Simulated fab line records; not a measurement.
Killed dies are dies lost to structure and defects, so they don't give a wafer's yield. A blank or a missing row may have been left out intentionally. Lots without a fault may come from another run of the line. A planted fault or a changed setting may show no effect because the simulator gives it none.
Chamber matching -- flow n5 finfet -- 4 sister chambers for N5_SD_EPI_P_DESCUM_14 on rie diel-06
The step chemistry O2, time 7.9 s. 4 wafers are shown with their chamber, then 8 later ones without.

== WAFERS PAIRED WITH THEIR CHAMBERS ==
wafer,chamber,showerhead plenum p Torr (Torr)
L076.1,2,2.22
L090.1,0,2.16
L090.5,1,1.95
L093.1,3,2.03

== WAFERS WHOSE CHAMBER IS MISSING ==
wafer,showerhead plenum p Torr (Torr)
L093.2,2.15
L093.4,2.21
L095.2,1.95
L095.3,2.03
L095.4,2.21
L096.2,2.15
L096.3,2.21
L096.4,2.21

== THE CHAMBER EACH PASSED THROUGH ==
wafer,from the rows above,in truth
L093.2,0,0
L093.4,2,2
L095.2,1,1
L095.3,3,3
L095.4,2,2
L096.2,0,0
L096.3,2,2
L096.4,2,2
Correctly placed: 8 of 8. Number that these rows cannot place: 0. Placed wrongly: 0.
How it was worked out, from the rows above alone: a wafer's distance from a chamber is the root of the sum, over the readings, of the square of ((its reading less the chamber's mean) divided by the reading's scatter). The wafer belongs to the nearest chamber; if the next one is less than 2 further off, it can't be placed. The mean given for a chamber averages the wafers shown for that chamber. The scatter: root of mean squared gap, hidden wafer to nearest shown wafer, with one shown wafer a chamber.
